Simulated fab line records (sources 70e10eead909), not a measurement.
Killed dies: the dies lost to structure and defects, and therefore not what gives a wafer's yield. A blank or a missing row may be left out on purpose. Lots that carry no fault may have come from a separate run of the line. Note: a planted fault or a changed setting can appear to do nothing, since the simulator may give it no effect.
Chamber matching -- flow nand-harc -- rie-si-04 running NHARC_A_CHANNEL_FILL_D1_ETCHBACK_19: 4 sister chambers
The step etches the open film in HBr/Cl2, target depth 5 nm, time 1.7 s. 16 wafers are shown with their chamber, then 8 later ones without.

WAFERS PAIRED WITH THEIR CHAMBERS
wafer,chamber,drypump-motor-current-A (A),throttle-valve-pct (%),oes-product-au (a.u.)
L074.1,1,5.8,26.410,0.993
L074.2,0,6.0,26.404,1.005
L074.5,2,5.4,26.420,1.010
L075.1,2,5.4,26.403,1.017
L075.2,0,6.1,26.404,1.012
L075.3,1,5.8,26.422,1.004
L080.2,2,5.4,26.400,1.003
L080.4,0,6.0,26.399,0.987
L080.5,2,5.4,26.392,1.007
L081.2,2,5.4,26.414,1.005
L081.3,1,5.8,26.424,0.995
L081.6,3,6.1,26.395,1.005
L090.1,1,5.8,26.412,0.990
L090.4,2,5.4,26.399,0.996
L090.5,3,6.1,26.407,0.993
L093.1,0,6.0,26.424,1.009

SIGNATURES, as means of the wafers listed above
reading,chamber 0,chamber 1,chamber 2,chamber 3,scatter within a chamber
drypump-motor-current-A,6.025,5.800,5.400,6.100,0.025
throttle-valve-pct,26.40775,26.41700,26.40467,26.40100,0.0097
oes-product-au,1.00325,0.99550,1.00633,0.99900,0.00819
Rule: a wafer lies at a distance from a chamber equal to the root of the sum of squares, over the readings, of (its reading less the chamber's mean, divided by the reading's scatter). If the next closest chamber is less than 2 further off than the closest, the wafer can't be placed; otherwise it belongs to the closest. The scatter is the square root of a quotient: the sum, over the shown wafers, of each reading's squared deviation from its chamber's mean, divided by wafers minus chambers.

WAFERS WITHOUT THEIR CHAMBER
wafer,drypump-motor-current-A (A),throttle-valve-pct (%),oes-product-au (a.u.)
L093.5,5.8,26.398,0.993
L093.6,5.4,26.410,1.002
L095.1,5.8,26.398,0.990
L095.2,6.1,26.401,0.983
L095.4,5.8,26.390,0.997
L096.2,5.4,26.397,0.993
L096.4,6.0,26.405,0.993
L096.6,5.4,26.408,0.995

WHICH CHAMBER EACH ONE RAN IN
wafer,from the rows above,in truth
L093.5,1,1
L093.6,2,2
L095.1,1,1
L095.2,can't be placed: 3 or 0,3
L095.4,1,1
L096.2,2,2
L096.4,0,0
L096.6,2,2
Correct placement for 7 of the 8. Can't be placed from these rows: 1 (the true chamber is among the candidates in 1). Number placed wrongly: 0.
